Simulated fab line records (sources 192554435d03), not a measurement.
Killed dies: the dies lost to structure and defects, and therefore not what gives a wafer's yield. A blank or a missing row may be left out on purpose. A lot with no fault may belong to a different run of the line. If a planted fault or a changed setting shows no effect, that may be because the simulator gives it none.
Struck lot and sound lot, side by side || flow n5_finfet || 18 steps out of a route of 1938
Sound: these wafers, L509.2, L509.3, L509.5. The struck wafers were L523.1, L523.2, L523.6. The cause is given at the end.
At each step with rows: each side's tool, then ch and its chambers, then its first start. Under that, the readings that differ: sound wafers || struck wafers || difference of the means || sigmas: that difference in standard deviations of wafers without a fault.
alike: readings with means less than 2 such deviations apart, plus words and numbers identical on both sides. not compared: withheld readings, readings lacking a value on some wafer, bounds such as >300 that could conceal the same value, and numbers that have no deviation in the record and whose values overlap.
Wherever a step has rows on one side only, a row that says differs or no value, or a row with sigmas, the two part there. Numbers that have no deviation but don't overlap get no sigmas and don't part them. Lack of a reading on every wafer of one side parts them only where that side has two or more wafers.

N5_BEOL_M13_THK_MEAS_50: measures by xrf.
  sound on film_metro-02 at day 10 23:53; struck on film_metro-01 at day 14 04:23
  alike: M13_THK
then, 1 step without rows for these wafers: N5_BEOL_M13_PRE_CLEAN_52 (time 15 s).
N5_BEOL_M13_DEP_53: deposits SiCN from 3MS/NH3, target thk 50 nm, time 17.8 s.
  sound on pecvd-04 ch 0,1,2, day 10 23:57; struck on pecvd-04 ch 0,2, day 14 04:28
  alike: showerhead_plenum_p_Torr, throttle_valve_pct
N5_BEOL_M13_RS_MEAS_54: measurement is done with a four-point probe.
  sound on film_metro-01 at day 11 00:01; struck on film_metro-01 at day 14 04:33
  alike: M13_RS
N5_BEOL_M13_INSPECT_55: inspects for defects (darkfield).
  sound on defect_inspect-01 at day 11 00:02; struck on defect_inspect-02 at day 14 04:35
  alike: raw_defect_count
N5_BEOL_M14_ILD_DEP_00: deposits SiO2 from TEOS/O2, target thk 1119.3 nm, time 237.4 s.
  sound on pecvd-02 ch 0,1,2, day 11 00:05; struck on pecvd-02 ch 0,1,2, day 14 04:37
  alike: heater_power_w, showerhead_plenum_p_Torr, throttle_valve_pct
N5_BEOL_M14_THK_MEAS_01:
  sound on film_metro-01 at day 11 00:16; struck on film_metro-02 at day 14 04:48
  alike: M14_ILD_THK
then, 5 steps without rows for these wafers: N5_BEOL_M14_COAT_58 (time 60 s, resist thk 89 nm); N5_BEOL_M14_COAT_04 (resist thk 800 nm); N5_BEOL_M14_EBR_06; N5_BEOL_M14_SOFTBAKE_05 (time 60 s); N5_BEOL_M14_EXPOSE_07 (exposes mask V13).
N5_BEOL_M14_PEB_08: peb time 90 s.
  sound on litho_track-01 ch 0, day 11 00:35; struck on litho_track-01 ch 0, day 14 05:07
{"reading": "heater_power_total_W (W)", "sound": "172.4 172.6 172.5", "struck": "176.5 176.6 176.8", "difference": "+4.1", "sigmas": "+6"}
{"reading": "plate_temp_C (C)", "sound": "130.07 130.00 129.91", "struck": "131.84 131.68 131.95", "difference": "+1.83", "sigmas": "+13"}
then, 2 steps without rows for these wafers: N5_BEOL_M14_DEVELOP_09 (develop time 45 s); N5_BEOL_M14_HARDBAKE_14 (time 120 s).
N5_BEOL_M14_CD_MEAS_10: the cd target is 250 nm.
  sound on cd_sem-02 ch 0, day 11 00:42; struck on cd_sem-01 ch 0, day 14 05:14
{"reading": "cd_nm (nm)", "sound": "248.9 246.1 249.9", "struck": "258.2 256.6 258.7", "difference": "+9.5", "sigmas": "+6"}
N5_BEOL_M14_OVL_MEAS_11:
  sound on overlay-01 ch 0, day 11 00:44; struck on overlay-01 ch 0, day 14 05:16
{"reading": "V13_OVL (nm)", "sound": "5 7 4", "struck": "-4 -3 -6", "difference": -10, "sigmas": -2}
N5_PASSIVATION_PROBE_49:
  rows exist in the record for the struck wafers here (prober-02, day 15 11:04), but not for the sound ones

== WHERE THEY PART ==
At N5_BEOL_M14_PEB_08 first; at N5_PASSIVATION_PROBE_49 last (within this record only).

WHY: what the simulator had put in
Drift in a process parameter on litho_track-01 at N5_BEOL_M14_PEB_08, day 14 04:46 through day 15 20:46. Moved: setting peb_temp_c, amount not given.
